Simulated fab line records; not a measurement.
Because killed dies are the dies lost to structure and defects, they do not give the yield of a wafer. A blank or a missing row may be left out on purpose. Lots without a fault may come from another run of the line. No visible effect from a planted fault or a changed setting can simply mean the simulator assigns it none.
fab line records	flow nand_harc	part 1 of 2: steps 1 to 27 of 33
record: lots: 5	wafers: 15	last_day: 24
route steps=1159 shown P_CONTACT@237 P_M0@253
lots that met no fault: taken from a fault-free run of the same line
start_h: hours from the record's first day to the start of the lot's first wafer shown	wait_h: hours elapsed since this lot's preceding step	" repeats the value in the row above	L1.1+2: a row that stands for several wafers	- value missing, or start not given	* or withheld: withheld	< > ~ a bound
route shown NAME@n: names a module that has steps shown in the file, with the first one's number in the route	usual: mean/standard deviation taken from wafers without a fault	same: alike in all rows	chamber/n: place in a boat	sites: per-site readings	_std_site: how widely they spread, as a standard deviation	_edge_site: mean of outer sites minus mean of inner sites	radius_mm: for every site, how far away it sits from the centre of the wafer	mask NAME#n: copy n	behind: the tool/chamber that last shaped the wafer	hold: why the lot was held/for how many hours/how that ended	device: which transistor (n, p or np) failed to switch	end of line: at the end of the route, the tests of the same wafers	step lacking rows: just its recipe	killed: not the wafer's yield, but the dies lost to structure and defects at the first sort	map: the dies of a wafer, with x for killed, . for not killed, _ for no die there
set.NAME: the setting as run; set.NAME@STEP: as run at that earlier step	model.NAME: the simulator's own value behind a step, which no gauge read
lots at some steps of the route; a table a step, a row a wafer
services: a tool's chamber out of use, with start hour (start_h, from the record's first day; less than 0 if before it), hours out, and reason
== steps ==
step: NHARC_P_CONTACT_ETCH_36
recipe: target_depth_a: 2600	over_etch_frac: 0.25	time_s: 406.25	ion_energy_ev: 200	n2_flow_sccm: 150	h2_flow_sccm: 150	ar_flow_sccm: 0	rf_w: 400	bias_w: 150	chemistry: N2/H2
usual: chamber_pressure_mTorr: 30.000/0.029	drypump_motor_current_A: 5.9/0.62	oes_product_au: 0.998/0.011	rf_vpp_V: 430.9/2.4	showerhead_plenum_p_Torr: 2.06/0.085	throttle_valve_pct: 14.172/0.0096
lot.wafer	tool	chamber	start_h	wait_h	chamber_pressure_mTorr	drypump_motor_current_A	oes_product_au	rf_hours_counter_h	rf_vpp_V	showerhead_plenum_p_Torr	throttle_valve_pct
L080.3	rie_diel-08	3	-	-	30.010	6.3	0.998	1	433.1	2.14	14.171
L080.1	"	1	"	"	30.034	5.2	1.012	1	431.0	2.02	14.187
L080.5	"	3	"	"	30.012	6.3	0.991	-	434.2	2.14	14.161
L083.4	rie_diel-02	0	-	-	30.020	5.0	1.004	0	428.5	1.93	14.180
L083.2	"	2	"	"	30.015	6.2	1.002	0	434.0	2.17	14.167
L083.6	"	0	"	"	29.950	5.0	1.008	-	427.9	1.93	14.172
L086.2	rie_diel-02	2	-	-	30.014	6.2	0.990	3	434.4	2.17	14.182
L086.3	"	3	"	"	30.030	6.6	0.994	3	431.3	2.10	14.191
L086.5	"	3	"	"	30.003	6.6	0.997	-	433.2	2.10	14.178
L089.4	rie_diel-02	3	-	-	30.015	6.6	0.991	5	431.4	2.10	14.175
L089.3	"	1	"	"	29.993	5.2	0.994	5	432.6	2.13	14.181
L089.6	"	3	"	"	29.997	6.6	0.994	-	432.3	2.10	14.181
L097.3	rie_diel-08	2	-	-	29.992	6.3	0.989	11	429.0	1.97	14.188
L097.1	"	0	"	"	30.033	5.9	0.989	10	433.2	2.11	14.173
L097.5	"	2	"	"	29.987	6.3	0.982	-	428.7	1.97	14.171
step: NHARC_P_CONTACT_ETCH_18
recipe: target_depth_a: 4810	time_s: 240.5	c4f8_flow_sccm: 20	o2_flow_sccm: 10	ar_flow_sccm: withheld	rf_w: 600	bias_w: 1500	chemistry: C4F8/O2/Ar
usual: chamber_pressure_mTorr: 25.003/0.023	oes_product_au: 0.961/0.017	rf_vpp_V: 980/5.5
lot.wafer	tool	chamber	start_h	wait_h	chamber_pressure_mTorr	oes_product_au	rf_hours_counter_h	rf_vpp_V
L080.1	rie_diel-08	2	-	-	25.021	0.943	1	974
L080.3	"	1	"	"	25.003	0.967	1	976
L080.5	"	3	"	"	24.985	0.970	-	984
L083.2	rie_diel-02	0	-	-	25.022	0.983	0	969
L083.4	"	1	"	"	25.001	0.973	0	983
L083.6	"	3	"	"	24.966	0.949	-	981
L086.3	rie_diel-02	2	-	-	24.968	0.959	3	987
L086.2	"	3	"	"	25.011	0.962	3	982
L086.5	"	3	"	"	24.979	0.959	-	981
L089.3	rie_diel-02	1	-	-	24.999	0.976	5	984
L089.4	"	3	"	"	25.015	0.953	5	983
L089.6	"	1	"	"	25.034	0.974	-	984
L097.3	rie_diel-08	1	-	-	24.993	0.959	11	977
L097.1	"	2	"	"	25.066	0.936	11	974
L097.5	"	2	"	"	25.032	0.936	-	974
step: NHARC_P_CONTACT_STRIP_37
recipe: c4f8_flow_sccm: withheld	o2_flow_sccm: 8	ar_flow_sccm: withheld	bias_w: 0	chemistry: C4F8/O2/Ar
lot.wafer	tool	chamber	start_h	wait_h
L080.3+1+5	rie_diel-08	2,1,2	-	-
L083.4+2+6	rie_diel-02	3,0,2	-	-
L086.3+2+5	rie_diel-02	1,0,2	-	-
L089.4+3+6	rie_diel-02	1,2,1	-	-
L097.3+1+5	rie_diel-08	2,0,1	-	-
step: NHARC_P_CONTACT_ETCH_31
recipe: target_depth_a: 300	time_s: 85.7	ion_energy_ev: 120	over_etch_frac: 1	ch3f_flow_sccm: 50	o2_flow_sccm: 30	ar_flow_sccm: 200	rf_w: 500	bias_w: 100	chemistry: CH3F/O2
usual: chamber_pressure_mTorr: 25.002/0.02	drypump_motor_current_A: 5.8/0.62	o2_flow_sccm: 30.01/0.077	oes_product_au: 0.978/0.013	rf_vpp_V: 244.5/1.5	showerhead_plenum_p_Torr: 2.47/0.097	throttle_valve_pct: 20.663/0.0082
lot.wafer	tool	chamber	start_h	wait_h	chamber_pressure_mTorr	drypump_motor_current_A	o2_flow_sccm	oes_product_au	rf_hours_counter_h	rf_vpp_V	showerhead_plenum_p_Torr	throttle_valve_pct
L080.1	rie_diel-08	0	-	-	25.007	5.9	30.11	0.992	1	245.5	2.54	20.658
L080.3	"	3	"	"	24.994	6.3	30.02	0.985	1	244.0	2.58	20.662
L080.5	"	1	"	"	25.011	5.1	30.06	0.981	-	246.0	2.44	20.673
L083.2	rie_diel-02	1	-	-	25.046	5.2	30.09	0.992	0	245.1	2.56	20.666
L083.4	"	2	"	"	24.985	6.2	29.98	0.990	0	246.0	2.60	20.667
L083.6	"	1	"	"	25.003	5.2	29.97	0.988	-	244.8	2.56	20.664
L086.2	rie_diel-02	1	-	-	25.024	5.2	30.01	0.981	3	246.0	2.56	20.658
L086.3	"	3	"	"	25.036	6.6	30.06	0.969	3	245.9	2.52	20.673
L086.5	"	1	"	"	25.023	5.2	30.03	0.988	-	247.0	2.56	20.677
L089.4	rie_diel-02	2	-	-	24.973	6.2	30.05	0.983	5	245.9	2.60	20.658
L089.3	"	3	"	"	24.968	6.6	30.13	0.970	6	245.3	2.52	20.647
L089.6	"	1	"	"	24.979	5.2	30.14	0.989	-	246.0	2.56	20.651
L097.1	rie_diel-08	0	-	-	24.990	5.9	30.13	0.967	10	245.9	2.54	20.659
L097.3	"	2	"	"	25.027	6.3	29.94	0.972	11	244.2	2.38	20.681
L097.5	"	2	"	"	25.012	6.3	30.02	0.971	-	242.0	2.38	20.671
step: NHARC_P_CONTACT_CD_MEAS_19
usual: cd_nm: 89.9/2.2
lot.wafer	tool	chamber	start_h	wait_h	cd_nm
L080.1	cd_sem-02	-	146.40	-	88.0
L080.3	"	-	"	"	89.8
L080.5	"	-	"	"	89.7
L083.2	cd_sem-03	-	161.81	-	87.2
L083.4	"	-	"	"	92.6
L083.6	"	-	"	"	92.5
L086.2	cd_sem-01	-	191.01	-	88.0
L086.3	"	-	"	"	90.0
L086.5	"	-	"	"	88.2
L089.3	cd_sem-03	-	203.80	-	87.5
L089.4	"	-	"	"	90.4
L089.6	"	-	"	"	89.6
L097.1	cd_sem-02	-	243.30	-	89.1
L097.3	"	-	"	"	89.7
L097.5	"	-	"	"	88.4
step: NHARC_P_CONTACT_STRIP_28
recipe: o2_flow_sccm: 500	ar_flow_sccm: 0	bias_w: 0	chemistry: O2
usual: chamber_pressure_mTorr: 60.00/0.052	drypump_motor_current_A: 5.8/0.59	o2_flow_sccm: 500.0/1.4	oes_product_au: 0.999/0.0098	rf_vpp_V: 57.9/0.91	showerhead_plenum_p_Torr: 3.55/0.13	throttle_valve_pct: 17.036/0.0095
lot.wafer	tool	chamber	start_h	wait_h	chamber_pressure_mTorr	drypump_motor_current_A	o2_flow_sccm	oes_product_au	rf_hours_counter_h	rf_vpp_V	showerhead_plenum_p_Torr	throttle_valve_pct
L080.3	rie_diel-02	0	146.47	0.1	59.98	5.0	500.8	1.000	16	56.7	3.35	17.026
L080.1	"	2	"	"	60.04	6.2	499.8	0.994	15	58.0	3.73	17.044
L080.5	"	0	"	"	59.98	5.0	500.2	1.000	-	57.8	3.35	17.042
L083.2	rie_diel-08	1	161.90	0.1	60.04	5.1	498.7	0.995	4	57.7	3.50	17.042
L083.6	"	0	"	"	60.01	5.9	497.6	1.000	-	57.7	3.64	17.050
L083.4	"	1	"	"	60.06	5.2	500.3	0.993	-	57.0	3.50	17.043
L086.3	rie_diel-08	2	191.09	0.1	60.00	6.4	500.3	0.983	6	58.2	3.43	17.032
L086.2	"	3	"	"	59.97	6.3	497.8	1.011	6	57.7	3.69	17.041
L086.5	"	2	"	"	59.98	6.3	499.0	0.984	-	58.8	3.43	17.042
L089.3	rie_diel-02	3	203.88	0.1	59.93	6.6	499.9	1.012	6	58.0	3.62	17.035
L089.4	"	0	"	"	59.89	5.0	499.6	1.010	5	57.8	3.35	17.050
L089.6	"	2	"	"	60.05	6.2	499.9	0.994	-	58.8	3.72	17.032
L097.3	rie_diel-08	0	243.38	0.1	60.07	6.0	501.5	0.978	10	57.7	3.64	17.035
L097.1	"	1	"	"	60.04	5.1	502.1	0.997	11	57.2	3.50	17.038
L097.5	"	2	"	"	60.04	6.3	500.3	0.979	-	57.9	3.43	17.033
step: NHARC_P_CONTACT_STRIP_29
recipe: time_s: 1200	temp_c: 72.5	chemistry: post_etch_residue_remover
lot.wafer	tool	chamber	start_h	wait_h
L080.5+1+3	wet_bench-05	1,2,4	146.65	-
L083.6+4+2	wet_bench-04	2,4,6	162.10	0.1
L086.3+5+2	wet_bench-04	4,5,6	191.28	-
L089.4+3+6	wet_bench-03	1,2,3	204.06	-
L097.5+3+1	wet_bench-03	6,7,0	243.61	0.1
step: NHARC_P_CONTACT_DEGAS_38
recipe: temp_c: 300	time_s: 60
usual: heater_power_w: 475/53
lot.wafer	tool	chamber	start_h	wait_h	heater_power_w
L080.1	pvd_sputter-02	-	147.11	-	466
L080.3	"	-	"	"	513
L080.5	"	-	"	"	469
L083.4	pvd_sputter-02	-	162.56	-	474
L083.2	"	-	"	"	507
L083.6	"	-	"	"	496
L086.2	pvd_sputter-02	-	191.72	-	413
L086.3	"	-	"	"	515
L086.5	"	-	"	"	479
L089.4	pvd_sputter-02	-	204.51	-	498
L089.3	"	-	"	"	479
L089.6	"	-	"	"	504
L097.1	pvd_sputter-02	-	244.07	-	521
L097.3	"	-	"	"	405
L097.5	"	-	"	"	533
step: NHARC_P_CONTACT_PRE_CLEAN_39
recipe: time_s: 19.5	bias_v: 250	gas: Ar
lot.wafer	tool	chamber	start_h	wait_h
L080.1+3+5	pvd_sputter-02	-	-	-
L083.4+2+6	pvd_sputter-02	-	-	-
L086.3+2+5	pvd_sputter-02	-	-	-
L089.4+3+6	pvd_sputter-02	-	-	-
L097.1+3+5	pvd_sputter-02	-	-	-
step: NHARC_P_CONTACT_PVD_32
recipe: target_thk_a: 50	chamber_pressure_pa: 5	power_w: 5000	substrate_temp_c: 200	time_s: 17.7	material: Ti
usual: substrate_temp_c: 199.97/0.14	throttle_valve_pct: 30.3/1.3
lot.wafer	tool	chamber	start_h	wait_h	substrate_temp_c	throttle_valve_pct
L080.3	pvd_sputter-02	-	-	-	199.92	30.0
L080.1	"	-	"	"	199.91	31.5
L080.5	"	-	"	"	199.88	32.6
L083.2	pvd_sputter-02	-	-	-	200.02	29.7
L083.4	"	-	"	"	200.01	31.4
L083.6	"	-	"	"	200.04	29.4
L086.2	pvd_sputter-02	-	-	-	200.12	30.0
L086.3	"	-	"	"	199.97	32.4
L086.5	"	-	"	"	199.97	31.6
L089.3	pvd_sputter-02	-	-	-	199.81	29.0
L089.4	"	-	"	"	199.84	29.4
L089.6	"	-	"	"	199.96	29.1
L097.1	pvd_sputter-02	-	-	-	200.14	31.4
L097.3	"	-	"	"	200.04	28.7
L097.5	"	-	"	"	199.71	31.7
step: NHARC_P_CONTACT_ALD_22
recipe: target_thk_a: 30	pulse_time_s: 1	ald_cycles: 150	temp_c: 450	material: TiN
usual: heater_power_w: 1077/120	precursor_pulse_height_rel: 1.001/0.021
same: pulse_time_s: 1
lot.wafer	tool	chamber	start_h	wait_h	heater_power_w	precursor_pulse_height_rel
L080.3	ald_metal-02	1	147.35	-	1113	0.992
L080.1	"	3	"	"	1072	1.002
L080.5	"	1	"	"	1125	1.010
L083.2	ald_metal-02	0	162.88	-	918	1.000
L083.4	"	2	"	"	1066	0.992
L083.6	"	3	"	"	1076	0.975
L086.2	ald_metal-03	3	191.98	-	1131	0.994
L086.3	"	1	"	"	1097	0.957
L086.5	"	3	"	"	1090	1.021
L089.4	ald_metal-03	0	204.74	-	1082	0.976
L089.3	"	3	"	"	1121	1.017
L089.6	"	1	"	"	1082	0.993
L097.1	ald_metal-02	2	244.30	-	998	1.020
L097.3	"	3	"	"	1027	0.977
L097.5	"	3	"	"	1045	0.986
step: NHARC_P_CONTACT_CVD_23
recipe: target_thk_a: 2000	temp_c: 300	pressure_torr: 40	wf6_flow_sccm: 40	h2_flow_sccm: 1600	ar_flow_sccm: 1560	time_s: 557	material: W
usual: heater_power_w: 519/55	mfc_h2_sccm: 1599/4.8	throttle_valve_pct: 7.91/0.28
lot.wafer	tool	chamber	start_h	wait_h	heater_power_w	mfc_h2_sccm	throttle_valve_pct
L080.1	cvd_w-01	0	-	-	522	1591	8.17
L080.3	"	0	"	"	508	1602	7.95
L080.5	"	0	"	"	511	1603	8.34
L083.2	cvd_w-01	1	-	-	441	1598	7.80
L083.4	"	1	"	"	438	1597	7.63
L083.6	"	0	"	"	506	1595	8.01
L086.2	cvd_w-02	0	-	-	628	1597	8.40
L086.3	"	1	"	"	523	1595	8.00
L086.5	"	1	"	"	528	1598	7.69
L089.3	cvd_w-01	0	-	-	502	1602	8.04
L089.4	"	1	"	"	453	1608	7.93
L089.6	"	0	"	"	514	1599	8.02
L097.1	cvd_w-02	1	-	-	526	1594	7.52
L097.3	"	0	"	"	556	1596	8.18
L097.5	"	0	"	"	569	1601	7.95
step: NHARC_P_CONTACT_CMP_24
recipe: t_overpolish_s: 30	target_thk_nm: 200
usual: motor_current_A: 11.3/0.87	overpolish_run_s: 30.001/0.0096	retaining_ring_pressure_frac: 1.000/0.005	time_to_endpoint_s: 39.5/2.8
lot.wafer	tool	chamber	start_h	wait_h	motor_current_A	overpolish_run_s	retaining_ring_pressure_frac	time_to_endpoint_s
L080.3	cmp-03	0	150.35	0.3	10.2	30.008	0.998	38.3
L080.1	"	1	"	"	11.8	29.999	1.003	42.1
L080.5	"	1	"	"	11.8	30.013	1.005	41.5
L083.2	cmp-02	0	164.33	0.6	10.5	30.013	0.994	39.5
L083.4	"	2	"	"	11.7	30.006	0.995	39.5
L083.6	"	1	"	"	10.7	30.005	0.997	43.6
L086.2	cmp-04	2	192.81	0.5	11.1	29.999	0.999	40.0
L086.3	"	1	"	"	11.0	30.000	1.000	36.6
L086.5	"	2	"	"	11.3	29.998	1.007	40.6
L089.4	cmp-02	2	214.64	0.3	12.0	30.009	0.994	39.2
L089.3	"	3	"	"	12.8	29.994	0.996	39.6
L089.6	"	3	"	"	13.8	29.986	0.999	38.7
L097.3	cmp-02	2	245.20	0.3	12.3	29.994	0.994	41.2
L097.1	"	3	"	"	12.9	29.998	1.000	40.5
L097.5	"	2	"	"	11.8	29.997	0.993	42.3
step: NHARC_P_CONTACT_SRD_26
lot.wafer	tool	chamber	start_h	wait_h
L080.5+3+1	wet_bench-04	0,1,4	150.68	0.0
L083.2+6+4	wet_bench-03	4,6,1	164.65	0.0
L086.2+5+3	wet_bench-04	2,6,7	193.13	0.0
L089.6+4+3	wet_bench-04	3,5,7	214.97	0.0
L097.3+5+1	wet_bench-05	2,4,7	245.50	0.0
step: NHARC_P_CONTACT_INSPECT_27
usual: raw_defect_count: 286/110
lot.wafer	tool	chamber	start_h	wait_h	raw_defect_count
L080.1	defect_inspect-01	-	150.75	0.1	182
L080.3	"	-	"	"	137
L080.5	"	-	"	"	179
L083.2	defect_inspect-01	-	164.73	0.1	198
L083.4	"	-	"	"	289
L083.6	"	-	"	"	262
L086.2	defect_inspect-02	-	193.21	0.1	257
L086.3	"	-	"	"	245
L086.5	"	-	"	"	376
L089.3	defect_inspect-01	-	215.05	0.1	209
L089.4	"	-	"	"	135
L089.6	"	-	"	"	340
L097.1	defect_inspect-02	-	245.58	0.1	243
L097.3	"	-	"	"	521
L097.5	"	-	"	"	338
step: NHARC_P_M0_DEP_00
recipe: target_thk_a: 1500	target_thk_nm: 150	temp_c: withheld	pressure_torr: 5	flow_sccm: 200	rf_w: 600	material: SiOC
lot.wafer	tool	chamber	start_h	wait_h
L080.3+1+5	pecvd-04	2,1,1	150.82	0.1
L083.2+4+6	pecvd-03	2,0,2	164.89	0.2
L086.2+3+5	pecvd-03	2,0,1	193.28	0.1
L089.3+4+6	pecvd-02	1,0,1	215.16	0.1
L097.1+3+5	pecvd-03	2,2,0	245.72	0.1
step: NHARC_P_M0_DEHYDRATE_01
recipe: temp_c: 150	time_s: 120
lot.wafer	tool	chamber	start_h	wait_h
L080.1+3+5	litho_track-01	0	151.22	-
L083.2+4+6	litho_track-06	0	165.21	-
L086.2+3+5	litho_track-04	0	193.68	-
L089.3+4+6	litho_track-01	0	215.52	-
L097.1+3+5	litho_track-06	0	246.19	0.4
step: NHARC_P_M0_HMDS_02
recipe: time_s: 30
lot.wafer	tool	chamber	start_h	wait_h
L080.1+3+5	litho_track-01	0	-	-
L083.2+4+6	litho_track-06	0	-	-
L086.2+3+5	litho_track-04	0	-	-
L089.3+4+6	litho_track-01	0	-	-
L097.1+3+5	litho_track-06	0	-	-
step: NHARC_P_M0_COAT_33
recipe: temp_c: 200	time_s: 65
lot.wafer	tool	chamber	start_h	wait_h
L080.1+3+5	litho_track-01	0	-	-
L083.2+4+6	litho_track-06	0	-	-
L086.2+3+5	litho_track-04	0	-	-
L089.3+4+6	litho_track-01	0	-	-
L097.1+3+5	litho_track-06	0	-	-
step: NHARC_P_M0_COAT_03
recipe: spin_rpm: 1500	resist_thk_nm: 90
lot.wafer	tool	chamber	start_h	wait_h
L080.1+3+5	litho_track-01	0	-	-
L083.2+4+6	litho_track-06	0	-	-
L086.2+3+5	litho_track-04	0	-	-
L089.3+4+6	litho_track-01	0	-	-
L097.1+3+5	litho_track-06	0	-	-
step: NHARC_P_M0_SOFTBAKE_04
recipe: temp_c: 105	time_s: 55
lot.wafer	tool	chamber	start_h	wait_h
L080.1+3+5	litho_track-01	0	-	-
L083.2+4+6	litho_track-06	0	-	-
L086.2+3+5	litho_track-04	0	-	-
L089.3+4+6	litho_track-01	0	-	-
L097.1+3+5	litho_track-06	0	-	-
step: NHARC_P_M0_EBR_05
lot.wafer	tool	chamber	start_h	wait_h
L080.1+3+5	litho_track-01	0	-	-
L083.2+4+6	litho_track-06	0	-	-
L086.2+3+5	litho_track-04	0	-	-
L089.3+4+6	litho_track-01	0	-	-
L097.1+3+5	litho_track-06	0	-	-
step: NHARC_P_M0_EXPOSE_06
recipe: na: 1.35	target_cd_nm: 90	dose_mj: 81.28	mask_id: P_M0
same: na: 1.35
lot.wafer	tool	chamber	start_h	wait_h	mask
L080.1+3+5	arfi_scanner-03	0	151.51	-	P_M0#0
L083.2+4+6	arfi_scanner-03	0	165.50	-	P_M0#0
L086.2+3+5	arfi_scanner-03	0	193.86	-	P_M0#0
L089.3+4+6	arfi_scanner-01	0	215.82	-	P_M0#0
L097.1+3+5	arfi_scanner-01	0	246.35	-	P_M0#0
step: NHARC_P_M0_PEB_07
recipe: peb_temp_c: 100	peb_time_s: 65
lot.wafer	tool	chamber	start_h	wait_h
L080.1+3+5	litho_track-01	0	151.57	0.1
L083.2+4+6	litho_track-01	0	165.56	0.1
L086.2+3+5	litho_track-06	0	193.91	0.1
L089.3+4+6	litho_track-06	0	215.87	0.0
L097.1+3+5	litho_track-01	0	246.41	0.1
step: NHARC_P_M0_DEVELOP_08
recipe: develop_time_s: 35	dev_temp_c: 23
lot.wafer	tool	chamber	start_h	wait_h
L080.1+3+5	litho_track-01	0	-	-
L083.2+4+6	litho_track-01	0	-	-
L086.2+3+5	litho_track-06	0	-	-
L089.3+4+6	litho_track-06	0	-	-
L097.1+3+5	litho_track-01	0	-	-
step: NHARC_P_M0_CD_MEAS_09
recipe: target_cd_nm: 90	landing_energy_ev: 500
usual: cd_nm: 89.5/0.8
lot.wafer	tool	chamber	start_h	wait_h	cd_nm
L080.1	cd_sem-01	0	151.65	-	89.9
L080.3	"	0	"	"	89.7
L080.5	"	0	"	"	89.9
L083.2	cd_sem-02	0	165.64	-	90.1
L083.4	"	0	"	"	90.1
L083.6	"	0	"	"	90.2
L086.2	cd_sem-03	0	194.00	-	90.5
L086.3	"	0	"	"	89.3
L086.5	"	0	"	"	89.6
L089.3	cd_sem-01	0	215.95	-	88.7
L089.4	"	0	"	"	89.4
L089.6	"	0	"	"	88.6
L097.1	cd_sem-03	0	246.49	-	89.6
L097.3	"	0	"	"	90.1
L097.5	"	0	"	"	89.8
step: NHARC_P_M0_OVL_MEAS_10
recipe: pitch_nm: 180
usual: overlay_x_nm: -0.3/0.79	overlay_y_nm: 0.0/1.1
lot.wafer	tool	chamber	start_h	wait_h	overlay_x_nm	overlay_y_nm
L080.1	overlay-02	-	151.74	-	0.6	-0.9
L080.3	"	-	"	"	0.5	-1.5
L080.5	"	-	"	"	0.4	-1.0
L083.2	overlay-01	-	165.73	-	1.2	2.2
L083.4	"	-	"	"	0.8	2.4
L083.6	"	-	"	"	1.0	1.7
L086.2	overlay-01	-	194.08	-	1.0	-0.1
L086.3	"	-	"	"	0.9	0.3
L086.5	"	-	"	"	0.4	-0.9
L089.3	overlay-02	-	216.04	-	0.5	1.8
L089.4	"	-	"	"	-0.6	1.1
L089.6	"	-	"	"	0.1	1.4
L097.1	overlay-02	-	246.58	-	-0.8	-2.3
L097.3	"	-	"	"	-0.8	-1.8
L097.5	"	-	"	"	-0.4	-1.7
